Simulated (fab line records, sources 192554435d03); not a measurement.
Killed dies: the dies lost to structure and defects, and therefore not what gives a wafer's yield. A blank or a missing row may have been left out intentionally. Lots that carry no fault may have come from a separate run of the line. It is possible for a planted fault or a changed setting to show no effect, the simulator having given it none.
Chamber matching	flow n5_finfet	N5_BEOL_M10_ETCH_65 on rie_diel-06 has 4 sister chambers
The step etches SiARC in CF4, target depth 39 nm, time 65 s. 20 wafers are shown with their chamber, then 10 later ones without.

EACH WAFER AND ITS CHAMBER
wafer	chamber	drypump_motor_current_A (A)	showerhead_plenum_p_Torr (Torr)	oes_product_au (a.u.)
L074.2	2	5.1	2.28	0.66
L074.3	1	4.8	2.11	0.60
L074.5	2	5.1	2.28	0.65
L077.1	0	6.2	2.10	0.84
L077.3	3	5.8	2.15	0.65
L077.6	0	6.2	2.10	0.82
L081.2	3	5.8	2.15	0.65
L081.3	1	4.8	2.11	0.60
L081.5	3	5.8	2.15	0.65
L079.1	1	4.8	2.10	0.58
L079.3	3	5.9	2.15	0.65
L079.6	2	5.1	2.27	0.64
L084.2	1	4.8	2.10	0.59
L084.3	3	5.9	2.14	0.65
L084.5	2	5.1	2.27	0.64
L086.1	2	5.1	2.27	0.63
L086.3	1	4.8	2.10	0.58
L086.4	0	6.2	2.10	0.78
L089.4	1	4.8	2.10	0.58
L089.5	1	4.8	2.10	0.58

SIGNATURES, as means of the wafers listed above
reading	chamber 0	chamber 1	chamber 2	chamber 3	scatter within a chamber
drypump_motor_current_A	6.200	4.800	5.100	5.840	0.0274
showerhead_plenum_p_Torr	2.1000	2.1029	2.2740	2.1480	0.00463
oes_product_au	0.8133	0.5871	0.6440	0.6500	0.0135
Rule: for a wafer and a chamber, the distance is found by dividing, reading by reading, the gap between the wafer's reading and the chamber's mean by the reading's scatter, squaring, summing and taking the root. The wafer belongs to the nearest chamber; if the next one is less than 2 further off, it can't be placed. The scatter is the square root of a quotient: the sum, over the shown wafers, of each reading's squared deviation from its chamber's mean, divided by wafers minus chambers.

WAFERS WHOSE CHAMBER IS MISSING
wafer	drypump_motor_current_A (A)	showerhead_plenum_p_Torr (Torr)	oes_product_au (a.u.)
L089.6	6.2	2.10	0.78
L090.1	6.2	2.10	0.77
L090.2	5.1	2.27	0.64
L090.5	5.1	2.27	0.63
L095.1	5.9	2.13	0.64
L095.3	5.1	2.26	0.63
L095.4	5.1	2.26	0.63
L096.1	4.8	2.10	0.79
L096.3	5.8	2.13	0.62
L096.4	4.8	2.10	0.79

THE CHAMBER EACH PASSED THROUGH
wafer	from the rows above	in truth
L089.6	0	0
L090.1	0	0
L090.2	2	2
L090.5	2	2
L095.1	3	3
L095.3	2	2
L095.4	2	2
L096.1	1	1
L096.3	3	3
L096.4	1	1
Correct placement for 10 of the 10. From these rows, 0 cannot be placed. Wrongly placed: 0.
